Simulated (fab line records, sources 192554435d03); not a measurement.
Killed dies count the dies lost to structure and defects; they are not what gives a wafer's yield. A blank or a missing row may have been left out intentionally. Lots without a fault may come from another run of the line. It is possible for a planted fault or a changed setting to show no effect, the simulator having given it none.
fab line records	flow n5-finfet	part 1 of 2: steps 1 to 4 of 6
[record] lots = 20	wafers = 60	last-day = 19
route steps=1938 shown GATE_CUT@516 MOL_CONTACT_COAG@529
lots that met no fault: from a run of the same line without faults
start-h: hours from the record's first day to the start of the lot's first wafer shown	wait-h: hours since the lot's step before	" the same as in the row above	L1.1+2: several wafers, shown together as one row	- no value, or no start was given	* or withheld: withheld	< > ~ a bound
route shown NAME@n: names a module that has steps shown in the file, with the first one's number in the route	usual: average and standard deviation across the fault-free wafers	same: alike in all rows	chamber/n: place in a boat	sites: per-site readings	_std_site: how widely they spread, as a standard deviation	_edge_site: inner sites' mean taken away from outer sites' mean	radius-mm: how far each site lies from the wafer's centre	mask NAME#n: copy n	behind: the last tool/chamber to shape the wafer	hold: the reason the lot was held/the length of the hold in hours/how it ended	device: names the non-switching transistor (n, p or np)	end of line: at the end of the route, the tests of the same wafers	a step given without rows: its recipe and nothing more	killed: dies lost to structure and defects at the first sort, not the wafer's yield	map: dies across one wafer; x = killed, . = not, _ = none there
set.NAME: setting as actually run; set.NAME@STEP: the setting as run at that earlier step	model.NAME: the simulator's own value behind a step, which no gauge read
a sample of lots followed through the steps of the route, with each step as a table and each wafer as a row
services: when a tool's chamber went out of use (start-h, in hours from the record's first day, below 0 if earlier), for how many hours, and the reason
[[steps]]
[step N5_GATE_CUT_INSPECT_26]
[recipe] inspect-instrument = darkfield	mode = post-cmp
[usual] raw-defect-count = 40/18
lot.wafer	tool	chamber	start-h	wait-h	raw-defect-count
L074.2	defect-inspect-01	-	93.59	0.0	42
L074.3	"	-	"	"	43
L074.6	"	-	"	"	27
L075.2	defect-inspect-01	-	95.98	0.0	21
L075.3	"	-	"	"	21
L075.5	"	-	"	"	18
L076.1	defect-inspect-01	-	102.65	0.0	45
L076.4	"	-	"	"	113
L076.5	"	-	"	"	54
L077.3	defect-inspect-01	-	110.95	0.0	63
L077.5	"	-	"	"	48
L077.6	"	-	"	"	70
L078.1	defect-inspect-02	-	120.03	0.0	23
L078.2	"	-	"	"	30
L078.3	"	-	"	"	24
L081.2	defect-inspect-02	-	130.34	0.0	30
L081.3	"	-	"	"	37
L081.5	"	-	"	"	57
L080.1	defect-inspect-02	-	132.37	0.0	46
L080.2	"	-	"	"	25
L080.6	"	-	"	"	46
L083.2	defect-inspect-01	-	146.13	0.0	16
L083.3	"	-	"	"	28
L083.5	"	-	"	"	46
L084.1	defect-inspect-01	-	148.91	0.0	52
L084.4	"	-	"	"	38
L084.6	"	-	"	"	53
L085.2	defect-inspect-02	-	153.66	0.0	39
L085.3	"	-	"	"	59
L085.6	"	-	"	"	39
L086.2	defect-inspect-02	-	159.52	0.0	48
L086.3	"	-	"	"	48
L086.4	"	-	"	"	25
L087.1	defect-inspect-02	-	168.58	0.0	59
L087.2	"	-	"	"	50
L087.6	"	-	"	"	40
L088.2	defect-inspect-01	-	172.81	0.0	33
L088.5	"	-	"	"	21
L088.6	"	-	"	"	23
L089.2	defect-inspect-01	-	177.00	0.0	55
L089.4	"	-	"	"	46
L089.5	"	-	"	"	57
L090.2	defect-inspect-01	-	185.24	0.0	38
L090.3	"	-	"	"	42
L090.4	"	-	"	"	49
L091.3	defect-inspect-02	-	191.93	0.0	25
L091.4	"	-	"	"	16
L091.6	"	-	"	"	44
L092.4	defect-inspect-02	-	200.43	0.0	31
L092.5	"	-	"	"	19
L092.6	"	-	"	"	43
L093.1	defect-inspect-02	-	203.12	0.0	21
L093.2	"	-	"	"	38
L093.4	"	-	"	"	16
L095.1	defect-inspect-01	-	215.65	0.0	24
L095.4	"	-	"	"	29
L095.5	"	-	"	"	45
L096.3	defect-inspect-01	-	225.67	0.0	46
L096.5	"	-	"	"	28
L096.6	"	-	"	"	41
[step N5_MOL_CONTACT_COAG_DESCUM_13]
[recipe] chemistry = O2	time-s = 7	source-power-w = 50	bias-power-w = 20	pressure-mtorr = 20	rf-frequency-hz = 2.712e+07	temp-c = 40	resist = CAR-EUV	o2-flow-sccm = 225
[usual] drypump-motor-current-A = 5.69/0.25	oes-product-au = 0.82/0.1	rf-vpp-V = 243.7/1.4	showerhead-plenum-p-Torr = 2.13/0.08	throttle-valve-pct = 20.32/0.29
lot.wafer	tool	chamber	start-h	wait-h	drypump-motor-current-A	oes-product-au	rf-hours-counter-h	rf-vpp-V	showerhead-plenum-p-Torr	throttle-valve-pct
L074.2	rie-diel-04	3	94.32	0.3	6.03	0.94	14	244.5	2.24	20.40
L074.3	"	1	"	"	6.06	0.66	234	246.3	2.14	20.65
L074.6	"	3	"	"	6.02	0.93	-	245.5	2.24	20.39
L075.2	rie-diel-05	2	96.47	0.1	6.14	0.89	39	243.4	2.11	20.41
L075.3	"	1	"	"	5.79	0.68	244	244.1	2.13	20.14
L075.5	"	0	"	"	5.54	0.81	-	242.2	2.13	20.19
L076.1	rie-diel-06	0	103.17	0.1	5.59	0.90	26	246.5	2.22	20.38
L076.4	"	2	"	"	5.74	0.94	12	245.7	2.23	19.94
L076.5	"	1	"	"	5.60	0.87	-	241.2	2.05	20.16
L077.3	rie-diel-04	0	111.65	0.3	5.41	0.69	206	242.1	2.08	20.37
L077.5	"	3	"	"	6.01	0.93	-	246.3	2.24	20.39
L077.6	"	2	"	"	5.45	0.70	-	241.6	1.99	20.86
L078.1	rie-diel-05	2	120.46	0.0	6.14	0.88	48	244.1	2.11	20.44
L078.2	"	3	"	"	5.91	0.68	230	241.6	2.06	20.59
L078.3	"	0	"	"	5.59	0.81	91	242.9	2.13	20.22
L081.2	rie-diel-04	1	130.76	0.0	6.02	0.66	249	243.2	2.13	20.68
L081.3	"	3	"	"	6.03	0.90	26	245.2	2.24	20.41
L081.5	"	1	"	"	6.04	0.66	-	243.4	2.13	20.67
L080.1	rie-diel-06	2	132.92	0.0	5.72	0.90	23	245.3	2.22	19.96
L080.2	"	3	"	"	5.27	0.69	236	244.3	2.13	20.15
L080.6	"	1	"	"	5.61	0.85	-	242.0	2.04	20.20
L083.2	rie-diel-06	0	146.58	0.1	5.59	0.87	42	245.9	2.21	20.39
L083.3	"	1	"	"	5.60	0.85	67	242.9	2.04	20.20
L083.5	"	1	"	"	5.59	0.84	-	241.3	2.04	20.20
L084.1	rie-diel-06	0	149.33	0.0	5.58	0.87	42	245.9	2.21	20.41
L084.4	"	3	"	"	5.27	0.70	242	243.4	2.13	20.17
L084.6	"	3	"	"	5.26	0.69	-	243.1	2.13	20.14
L085.2	rie-diel-06	3	154.35	0.3	5.26	0.69	244	243.6	2.13	20.17
L085.3	"	0	"	"	5.57	0.88	44	246.2	2.21	20.37
L085.6	"	0	"	"	5.59	0.87	-	245.7	2.21	20.40
L086.2	rie-diel-04	3	159.94	0.0	6.03	0.88	40	245.1	2.23	20.44
L086.3	"	2	"	"	5.46	0.68	215	242.2	1.98	20.91
L086.4	"	1	"	"	6.01	0.97	3	243.6	2.13	20.20
L087.1	rie-diel-05	1	169.03	0.1	5.82	0.94	10	243.9	2.13	19.79
L087.2	"	0	"	"	5.57	0.78	112	243.0	2.12	20.25
L087.6	"	2	"	"	6.14	0.84	-	244.2	2.10	20.46
L088.2	rie-diel-04	1	173.23	0.0	5.99	0.96	8	243.6	2.13	20.20
L088.5	"	3	"	"	6.05	0.88	-	244.6	2.23	20.42
L088.6	"	2	"	"	5.46	0.68	-	240.0	1.98	20.89
L089.2	rie-diel-06	0	177.55	0.0	5.57	0.86	52	244.6	2.21	20.39
L089.4	"	2	"	"	5.73	0.88	-	244.7	2.21	19.99
L089.5	"	1	"	"	5.59	0.83	-	241.2	2.04	20.24
L090.2	rie-diel-06	1	186.03	0.3	5.60	0.82	81	242.0	2.04	20.22
L090.3	"	2	"	"	5.77	0.87	42	244.6	2.21	19.98
L090.4	"	0	"	"	5.58	0.86	-	246.9	2.21	20.41
L091.3	rie-diel-06	2	192.35	0.0	5.74	0.86	45	245.0	2.21	20.00
L091.4	"	1	"	"	5.62	0.82	-	242.4	2.04	20.23
L091.6	"	2	"	"	5.77	0.86	-	244.5	2.21	19.98
L092.4	rie-diel-06	1	200.87	0.1	5.62	0.82	87	242.3	2.04	20.23
L092.5	"	0	"	"	5.56	0.86	-	244.1	2.21	20.39
L092.6	"	3	"	"	5.25	0.99	-	243.5	2.13	19.76
L093.1	rie-diel-06	0	203.71	0.0	5.58	0.85	61	243.3	2.21	20.41
L093.2	"	2	"	"	5.75	0.87	49	244.5	2.21	20.01
L093.4	"	1	"	"	5.61	0.82	87	242.2	2.04	20.24
L095.1	rie-diel-05	1	216.07	0.0	5.80	0.90	29	243.3	2.12	19.81
L095.4	"	2	"	"	6.12	0.84	86	243.3	2.09	20.48
L095.5	"	3	"	"	5.93	0.99	-	243.3	2.05	20.23
L096.3	rie-diel-04	3	226.09	0.0	6.03	0.86	59	245.4	2.22	20.47
L096.5	"	3	"	"	6.03	0.87	-	246.2	2.22	20.45
L096.6	"	2	"	"	5.46	0.67	-	242.8	1.97	20.94
[step N5_MOL_CONTACT_COAG_CMP_23]
[recipe] stop-on = SiO2	t-overpolish-s = 1.5	post-cmp-clean = cu-alkaline	down-force-psi = 2	platen-rpm = 50.289	pad-velocity-m-s = 1.0006	target-thk-nm = 0
[usual] motor-current-A = 7.8/1	overpolish-run-s = 1.500/0.01	slurry-filter-dp-kPa = 13.49/0.15	time-to-endpoint-s = 9.2/2.2
lot.wafer	tool	chamber	start-h	wait-h	motor-current-A	overpolish-run-s	slurry-filter-dp-kPa	time-to-endpoint-s
L074.3	cmp-03	0	101.06	0.1	10.3	1.506	13.43	8.3
L074.2	"	2	"	"	8.6	1.508	13.36	7.2
L074.6	"	3	"	"	6.6	1.490	13.51	10.7
L075.2	cmp-01	0	101.96	0.0	7.1	1.509	13.67	8.9
L075.3	"	1	"	"	8.2	1.496	13.45	8.2
L075.5	"	1	"	"	8.3	1.505	13.67	11.7
L076.4	cmp-01	1	108.02	0.0	8.0	1.481	13.47	8.9
L076.1	"	0	"	"	7.2	1.503	13.74	9.1
L076.5	"	1	"	"	7.7	1.513	13.55	11.6
L077.3	cmp-03	2	117.02	0.1	8.2	1.501	13.46	7.3
L077.6	"	0	"	"	11.1	1.502	13.53	10.0
L077.5	"	1	"	"	7.9	1.502	13.63	6.8
L078.3	cmp-03	3	127.55	0.0	6.7	1.504	13.72	9.9
L078.2	"	0	"	"	10.4	1.492	13.61	10.5
L078.1	"	1	"	"	8.3	1.497	13.37	10.3
L081.2	cmp-03	2	137.58	0.0	8.5	1.507	13.45	11.0
L081.3	"	1	"	"	7.9	1.500	13.25	6.4
L081.5	"	2	"	"	8.0	1.506	13.33	9.0
L080.1	cmp-02	3	140.88	0.1	7.9	1.499	13.76	7.6
L080.2	"	0	"	"	9.0	1.492	13.17	7.0
L080.6	"	2	"	"	7.5	1.508	13.58	6.0
L083.2	cmp-03	3	153.94	0.0	6.5	1.478	13.48	4.8
L083.3	"	1	"	"	8.0	1.492	13.37	5.9
L083.5	"	3	"	"	6.8	1.507	13.52	8.8
L084.1	cmp-01	3	154.13	0.0	7.1	1.492	13.50	11.5
L084.4	"	0	"	"	6.7	1.486	13.85	10.2
L084.6	"	3	"	"	6.7	1.500	13.12	12.1
L085.2	cmp-02	0	161.30	0.2	8.6	1.477	13.37	14.8
L085.3	"	2	"	"	7.8	1.482	13.44	7.0
L085.6	"	0	"	"	9.0	1.504	13.65	11.1
L086.4	cmp-01	0	165.31	0.1	7.3	1.505	13.22	11.2
L086.3	"	1	"	"	8.2	1.517	13.54	9.2
L086.2	"	2	"	"	7.4	1.491	13.45	9.9
L087.2	cmp-02	2	176.05	0.2	7.8	1.495	13.43	5.7
L087.1	"	1	"	"	7.1	1.508	13.54	8.6
L087.6	"	3	"	"	8.3	1.505	13.24	9.2
L088.2	cmp-01	1	179.86	0.0	7.7	1.510	13.62	9.0
L088.6	"	1	"	"	8.0	1.496	13.44	10.9
L088.5	"	2	"	"	7.6	1.507	13.64	6.9
L089.4	cmp-01	3	183.40	0.1	7.3	1.482	13.60	13.1
L089.2	"	0	"	"	6.9	1.478	13.45	8.3
L089.5	"	1	"	"	7.9	1.491	13.48	8.9
L090.3	cmp-01	0	191.60	0.1	6.8	1.508	13.39	8.7
L090.2	"	1	"	"	8.1	1.505	13.78	12.4
L090.4	"	2	"	"	7.1	1.496	13.52	7.7
L091.4	cmp-03	3	197.44	0.1	6.5	1.519	13.53	9.2
L091.3	"	0	"	"	10.6	1.515	13.42	6.7
L091.6	"	2	"	"	8.2	1.508	13.37	6.6
L092.4	cmp-01	1	207.62	0.1	8.0	1.500	13.63	8.3
L092.6	"	3	"	"	7.0	1.500	13.39	11.4
L092.5	"	0	"	"	6.8	1.495	13.64	7.0
L093.2	cmp-01	1	213.21	0.1	7.9	1.530	13.61	8.9
L093.4	"	2	"	"	7.3	1.493	13.55	6.8
L093.1	"	3	"	"	7.2	1.511	13.33	10.4
L095.4	cmp-03	1	229.07	0.0	8.5	1.505	13.40	7.9
L095.1	"	0	"	"	10.0	1.493	13.47	8.1
L095.5	"	2	"	"	8.6	1.507	13.65	9.0
L096.3	cmp-02	3	234.14	0.0	8.3	1.490	13.41	8.5
L096.5	"	3	"	"	8.3	1.498	13.71	8.8
L096.6	"	0	"	"	8.9	1.517	13.49	7.7
[step N5_MOL_CONTACT_COAG_ETCH_47]
[recipe] chemistry = CH3F/O2	target = SiNx	target-depth-a = 270	mask-material = SiO2	stop-on = W	over-etch-frac = 0.2	ion-energy-ev = 120	endpoint = OES-CN	pressure-mtorr = 30	source-w = 395	bias-w = 73	Ar_flow_sccm = 150	CH3F_flow_sccm = 30	O2_flow_sccm = 20	ends = end-point
[usual] CH3F_flow_sccm = 30.01/0.091	drypump-motor-current-A = 5.74/0.25	etch-rf-on-time-s = 31.2/0.58	oes-product-au = 0.74/0.079	rf-vpp-V = 298/5.7	showerhead-plenum-p-Torr = 2.03/0.066	throttle-valve-pct = 16.24/0.27
lot.wafer	tool	chamber	start-h	wait-h	CH3F_flow_sccm	drypump-motor-current-A	etch-rf-on-time-s	oes-product-au	rf-hours-counter-h	rf-vpp-V	showerhead-plenum-p-Torr	throttle-valve-pct
L074.2	rie-diel-06	1	108.00	0.0	29.87	5.61	30.5	0.80	51	304	1.96	16.09
L074.3	"	2	"	"	30.11	5.75	30.5	0.84	13	307	2.15	15.98
L074.6	"	1	"	"	29.88	5.58	30.4	0.79	-	302	1.96	16.09
L075.2	rie-diel-06	0	108.39	0.0	30.02	5.59	31.0	0.79	27	297	2.12	16.27
L075.3	"	2	"	"	29.94	5.78	30.7	0.83	13	309	2.15	15.97
L075.5	"	0	"	"	30.10	5.59	30.5	0.80	-	297	2.12	16.27
L076.1	rie-diel-06	1	112.73	0.0	30.11	5.62	30.7	0.78	54	304	1.96	16.11
L076.4	"	3	"	"	30.01	5.27	30.9	0.63	230	293	2.07	16.26
L076.5	"	1	"	"	30.06	5.62	30.8	0.78	-	303	1.96	16.10
L077.3	rie-diel-04	1	122.63	0.0	30.03	6.03	31.9	0.59	245	297	2.04	16.65
L077.5	"	3	"	"	30.06	6.03	30.5	0.82	-	310	2.14	16.26
L077.6	"	2	"	"	30.06	5.45	31.2	0.63	-	295	1.90	16.78
L078.1	rie-diel-04	2	133.47	0.0	29.97	5.44	31.6	0.62	202	292	1.90	16.81
L078.2	"	3	"	"	29.97	6.00	30.4	0.81	26	310	2.14	16.25
L078.3	"	0	"	"	30.09	5.44	32.0	0.62	212	302	1.99	16.34
L081.2	rie-diel-05	1	142.01	0.0	29.93	5.79	31.5	0.87	1	296	2.05	15.77
L081.3	"	3	"	"	30.03	5.92	31.8	0.61	240	289	1.99	16.67
L081.5	"	3	"	"	30.08	5.92	31.7	0.61	-	290	1.99	16.67
L080.1	rie-diel-06	0	145.95	0.0	29.94	5.58	30.7	0.78	42	296	2.12	16.32
L080.2	"	3	"	"	29.99	5.29	30.5	0.63	241	292	2.06	16.29
L080.6	"	3	"	"	29.89	5.27	30.5	0.62	-	292	2.06	16.28
L083.2	rie-diel-05	2	158.67	0.0	29.92	6.19	31.0	0.76	64	293	2.02	16.44
L083.3	"	1	"	"	29.88	5.79	31.6	0.85	7	298	2.05	15.81
L083.5	"	2	"	"	30.03	6.13	30.9	0.76	-	293	2.02	16.45
L084.1	rie-diel-05	3	159.14	0.0	29.99	5.88	31.7	0.61	247	289	1.98	16.66
L084.4	"	1	"	"	30.01	5.79	31.2	0.85	7	298	2.05	15.80
L084.6	"	0	"	"	30.04	5.56	31.1	0.70	-	296	2.01	16.05
L085.2	rie-diel-04	2	166.12	0.0	29.98	5.45	31.7	0.61	217	294	1.90	16.81
L085.3	"	3	"	"	29.99	6.02	30.8	0.78	41	311	2.13	16.28
L085.6	"	3	"	"	29.93	6.03	30.6	0.79	-	310	2.13	16.28
L086.2	rie-diel-06	1	170.42	0.0	29.99	5.59	30.1	0.76	76	303	1.95	16.14
L086.3	"	3	"	"	30.05	5.27	30.6	0.63	249	294	2.06	16.30
L086.4	"	2	"	"	29.92	5.77	30.3	0.79	37	308	2.14	16.04
L087.1	rie-diel-06	0	181.13	0.0	29.97	5.58	30.6	0.76	53	296	2.11	16.32
L087.2	"	2	"	"	29.91	5.75	30.4	0.79	40	307	2.14	16.03
L087.6	"	0	"	"	30.06	5.57	31.3	0.76	-	297	2.12	16.33
L088.2	rie-diel-05	2	185.69	0.0	30.08	6.15	31.9	0.74	73	294	2.02	16.47
L088.5	"	0	"	"	30.01	5.58	31.4	0.69	-	297	2.01	16.05
L088.6	"	2	"	"	30.03	6.15	31.4	0.74	-	294	2.02	16.45
L089.2	rie-diel-05	0	188.22	0.0	29.99	5.58	31.1	0.69	118	297	2.01	16.04
L089.4	"	2	"	"	30.00	6.12	31.6	0.74	-	292	2.02	16.46
L089.5	"	0	"	"	29.98	5.59	31.8	0.69	-	298	2.01	16.05
L090.2	rie-diel-05	1	196.14	0.0	30.01	5.82	31.4	0.80	21	298	2.04	15.82
L090.3	"	2	"	"	30.00	6.11	31.1	0.74	78	293	2.02	16.48
L090.4	"	0	"	"	30.04	5.60	31.0	0.69	-	297	2.00	16.06
L091.3	rie-diel-05	1	201.79	0.0	30.03	5.79	31.8	0.80	23	298	2.04	15.83
L091.4	"	0	"	"	30.07	5.60	31.6	0.69	-	297	2.00	16.05
L091.6	"	1	"	"	30.02	5.81	31.4	0.80	-	297	2.04	15.81
L092.4	rie-diel-04	1	212.15	0.0	30.07	6.04	30.4	0.83	19	298	2.03	16.14
L092.5	"	0	"	"	29.95	5.40	32.4	0.59	-	302	1.98	16.38
L092.6	"	1	"	"	30.06	6.05	30.6	0.83	-	297	2.03	16.18
L093.1	rie-diel-04	3	218.33	0.0	30.11	6.04	29.8	0.78	58	309	2.13	16.33
L093.2	"	1	"	"	30.02	6.05	30.5	0.82	21	296	2.03	16.15
L093.4	"	0	"	"	30.15	5.42	32.2	0.60	244	301	1.98	16.39
L095.1	rie-diel-05	1	233.94	0.0	30.09	5.81	31.9	0.78	34	298	2.04	15.85
L095.4	"	3	"	"	29.81	5.89	32.2	0.83	6	290	1.98	16.23
L095.5	"	1	"	"	30.10	5.80	32.0	0.78	-	298	2.04	15.85
L096.3	rie-diel-05	0	239.73	0.0	30.06	5.53	31.6	0.67	138	297	2.00	16.08
L096.5	"	0	"	"	30.02	5.56	31.3	0.67	-	297	2.00	16.08
L096.6	"	3	"	"	29.91	5.89	31.7	0.84	-	290	1.98	16.22
